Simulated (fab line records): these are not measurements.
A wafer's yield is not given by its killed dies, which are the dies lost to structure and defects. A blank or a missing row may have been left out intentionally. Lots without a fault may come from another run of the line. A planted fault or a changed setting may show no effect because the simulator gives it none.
Struck lot and sound lot, side by side    flow nand-harc    39 out of 1302 route steps
Sound: wafers L224.2, L224.4, L224.5. Struck: wafers L212.2, L212.3, L212.4. Last of all comes the cause.
At each step with rows: each side's tool, then ch and its chambers, then its first start. Under that, the readings that differ: sound wafers    struck wafers    difference of the means    sigmas: that difference in standard deviations of wafers without a fault.
alike: words and numbers the same on both sides, and readings whose means are apart by under 2 such deviations; not compared: readings that were withheld, readings missing a value for some wafer, numbers with overlapping values and no deviation given by the record, and bounds like >300 which may hide the same value.
The two part at a step that has a row with sigmas, a row that says differs or no value, or rows on one side only. Numbers that have no deviation but don't overlap get no sigmas and don't part them. Lack of a reading on every wafer of one side parts them only where that side has two or more wafers.

first, 3 steps without rows for these wafers: NHARC_A_WL_FILL_PRECLEAN_30 (cleans in dHF, time 10 s); NHARC_A_WL_FILL_SRD_14; NHARC_A_WL_FILL_ALD_19 (deposits TiN, target thk 2 nm, pulse time 3 s, ald cycles 100).
NHARC_A_WL_FILL_CVD_20: deposits W, target thk 100 nm, time 74 s.
  sound: cvd-w-02 ch 0,1; struck: cvd-w-02 ch 0,1
  alike: heater-power-w, throttle-valve-pct
then, 2 steps without rows for these wafers: NHARC_A_WL_FILL_CMP_12 (polishes, t overpolish 30 s, target thk 100 nm); NHARC_A_WL_FILL_SRD_31.
NHARC_A_WL_FILL_INSPECT_15:
  sound on defect-inspect-02 at day 28 10:16; struck on defect-inspect-01 at day 22 23:40
  alike: raw-defect-count
then, 1 step without rows for these wafers: NHARC_A_CONTACT_DEP_24 (deposits SiO2, target thk 500 nm).
NHARC_A_CONTACT_DEP_28: deposits aC, target thk 7000 nm.
  sound on acl-dep-02 ch 0, day 28 12:37; struck on acl-dep-01 ch 0, day 23 01:28
  alike: throttle-valve-pct
then, 11 steps without rows for these wafers: NHARC_A_CONTACT_DEP_29 (deposits SiON, target thk 100 nm); NHARC_A_CONTACT_DEHYDRATE_32 (time 120 s); NHARC_A_CONTACT_HMDS_33 (time 30 s); NHARC_A_CONTACT_COAT_34 (time 75 s); NHARC_A_CONTACT_COAT_35 (time 65 s); NHARC_A_CONTACT_COAT_36 (resist thk 90 nm); NHARC_A_CONTACT_SOFTBAKE_37 (time 55 s); NHARC_A_CONTACT_EBR_38; NHARC_A_CONTACT_EXPOSE_39 (exposes mask A CC 3); NHARC_A_CONTACT_PEB_40 (peb time 65 s); NHARC_A_CONTACT_DEVELOP_41 (develop time 35 s).
NHARC_A_CONTACT_CD_MEAS_42: the cd target is 300 nm.
  sound on cd-sem-02 ch 0, day 28 16:49; struck on cd-sem-01 ch 0, day 23 05:41
  alike: cd-nm
NHARC_A_CONTACT_OVL_MEAS_43:
  sound on overlay-01 at day 28 16:53; struck on overlay-01 at day 23 05:47
reading            sound           struck          difference  sigmas
overlay-x-nm (nm)  0.6 0.5 0.8     -2.2 -1.6 -1.2  -2.3        -2
overlay-y-nm (nm)  -1.5 -1.7 -1.4  0.5 0.3 0.2     +1.9        +2
NHARC_A_CONTACT_INSPECT_44:
  sound on defect-inspect-01 at day 28 16:56; struck on defect-inspect-02 at day 23 05:49
  alike: raw-defect-count
NHARC_A_CONTACT_DESCUM_47: chemistry O2, time 3 s.
  sound on rie-diel-11 ch 0,3, day 28 17:01; struck on rie-diel-11 ch 0,1,3, day 23 05:57
  alike: drypump-motor-current-A, oes-product-au, rf-vpp-V, showerhead-plenum-p-Torr, throttle-valve-pct
  not compared: rf-hours-counter-h
then, 8 steps without rows for these wafers: NHARC_A_CONTACT_ETCH_48 (etches the open film in CF4, target depth 39 nm, time 65 s); NHARC_A_CONTACT_ETCH_49 (etches the open film in N2/H2, target depth 260 nm, time 475.3 s); NHARC_A_CONTACT_ETCH_50 (etches the open film in CF4/CHF3, target depth 121 nm, time 60.5 s); NHARC_A_CONTACT_ETCH_51 (etches the open film in O2/COS, target depth 7000 nm, time 1820 s); NHARC_A_CONTACT_ETCH_111 (etches the open film in C4F8/O2/Ar, time 140 s, target depth 700 nm); NHARC_A_CONTACT_ETCH_112 (etches the open film in C4F8/O2/Ar, time 190 s, target depth 1850 nm); NHARC_A_CONTACT_ETCH_113 (etches the open film in C4F8/O2/Ar, time 190 s, target depth 1850 nm); NHARC_A_CONTACT_ETCH_114 (etches the open film in C4F8/O2/Ar, time 190 s, target depth 1850 nm).
NHARC_A_CONTACT_ETCH_115: etches the open film in C4F8/O2/Ar, time 190 s, target depth 1850 nm.
  sound on har-cap-etch-03 ch 0, day 28 20:09; struck on har-cap-etch-01 ch 0,1, day 23 09:11
  not compared: rf-hours-counter-h
then, 1 step without rows for these wafers: NHARC_A_CONTACT_ETCH_116 (etches the open film in C4F8/O2/Ar, time 190 s, target depth 1850 nm).
NHARC_A_CONTACT_ETCH_117: etches the open film in C4F8/O2/Ar, time 190 s, target depth 1850 nm.
  sound on har-cap-etch-03 ch 0, day 28 20:36; struck on har-cap-etch-01 ch 0,1, day 23 09:31
  not compared: rf-hours-counter-h
then, 2 steps without rows for these wafers: NHARC_A_CONTACT_ETCH_118 (etches the open film in C4F8/O2/Ar, time 190 s, target depth 1850 nm); NHARC_A_CONTACT_ETCH_119 (etches the open film in C4F8/O2/Ar, time 190 s, target depth 1850 nm).
NHARC_A_CONTACT_ETCH_120: etches the open film in C4F8/O2/Ar, time 190 s, target depth 1850 nm.
  sound on har-cap-etch-03 ch 0, day 28 21:17; struck on har-cap-etch-01 ch 0,1, day 23 10:02
  not compared: rf-hours-counter-h
-- record jumps: 3 days between struck wafers' starts before vs after; left off in module A_CONTACT, resumes in module END, first step shown is number 1302 of the route --
NHARC_END_SORT_01:
  the record has rows for the struck wafers here (prober-02 ch 0, day 26 05:49) and none for the sound ones

== WHERE THEY PART ==
First at NHARC_A_CONTACT_OVL_MEAS_43; last, within this record, at NHARC_END_SORT_01.

WHY: the cause the simulator had injected
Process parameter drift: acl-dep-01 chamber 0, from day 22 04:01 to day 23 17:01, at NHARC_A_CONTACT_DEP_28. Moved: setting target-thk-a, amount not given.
